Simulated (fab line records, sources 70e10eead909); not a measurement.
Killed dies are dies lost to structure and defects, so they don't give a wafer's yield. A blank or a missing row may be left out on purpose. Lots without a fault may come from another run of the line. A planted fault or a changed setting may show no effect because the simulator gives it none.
Chamber matching | flow nand_harc | NHARC_A_CHANNEL_HOLE_D1_DEP_01 on pecvd-02: 3 sister chambers
The step deposits SiON, target thk 140 nm. 6 wafers are shown with their chamber, then 10 later ones without.

WAFERS WITH THEIR CHAMBER
wafer  | chamber | heater_power_w (W) | chamber_pressure_Torr (Torr)
L085.1 | 1       | 763                | 3.501
L085.6 | 2       | 776                | 3.503
L087.3 | 1       | 686                | 3.515
L087.5 | 0       | 749                | 3.500
L089.3 | 2       | 673                | 3.498
L089.5 | 0       | 798                | 3.507

WAFERS WITHOUT THEIR CHAMBER
wafer  | heater_power_w (W) | chamber_pressure_Torr (Torr)
L089.6 | 762                | 3.496
L093.1 | 764                | 3.500
L093.4 | 760                | 3.511
L093.6 | 806                | 3.500
L092.3 | 892                | 3.496
L092.4 | 699                | 3.498
L092.6 | 865                | 3.497
L096.2 | 725                | 3.515
L096.3 | 755                | 3.508
L096.5 | 833                | 3.491

WHICH CHAMBER EACH WENT THROUGH
wafer  | from the rows above          | in truth
L089.6 | can't be placed: 2 or 0 or 1 | 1
L093.1 | can't be placed: 0 or 2 or 1 | 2
L093.4 | can't be placed: 1 or 0 or 2 | 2
L093.6 | can't be placed: 0 or 2 or 1 | 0
L092.3 | can't be placed: 0 or 2 or 1 | 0
L092.4 | can't be placed: 2 or 1 or 0 | 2
L092.6 | can't be placed: 0 or 2 or 1 | 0
L096.2 | can't be placed: 1 or 0 or 2 | 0
L096.3 | can't be placed: 1 or 0 or 2 | 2
L096.5 | can't be placed: 0 or 2 or 1 | 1
Placed correctly: 0 of 10. Can't be placed from these rows: 10 (the true chamber is among the candidates in 10). Placed wrongly: 0.
How it was worked out, from the rows above alone: a wafer's distance from a chamber is the root of the sum, over the readings, of the square of ((its reading less the chamber's mean) divided by the reading's scatter). The wafer belongs to the nearest chamber; if the next one is less than 2 further off, it can't be placed. A chamber's mean is the mean of its shown wafers. The scatter: the root of (the sum of the squares of (reading less its chamber's mean) over the shown wafers, divided by (wafers less chambers)).
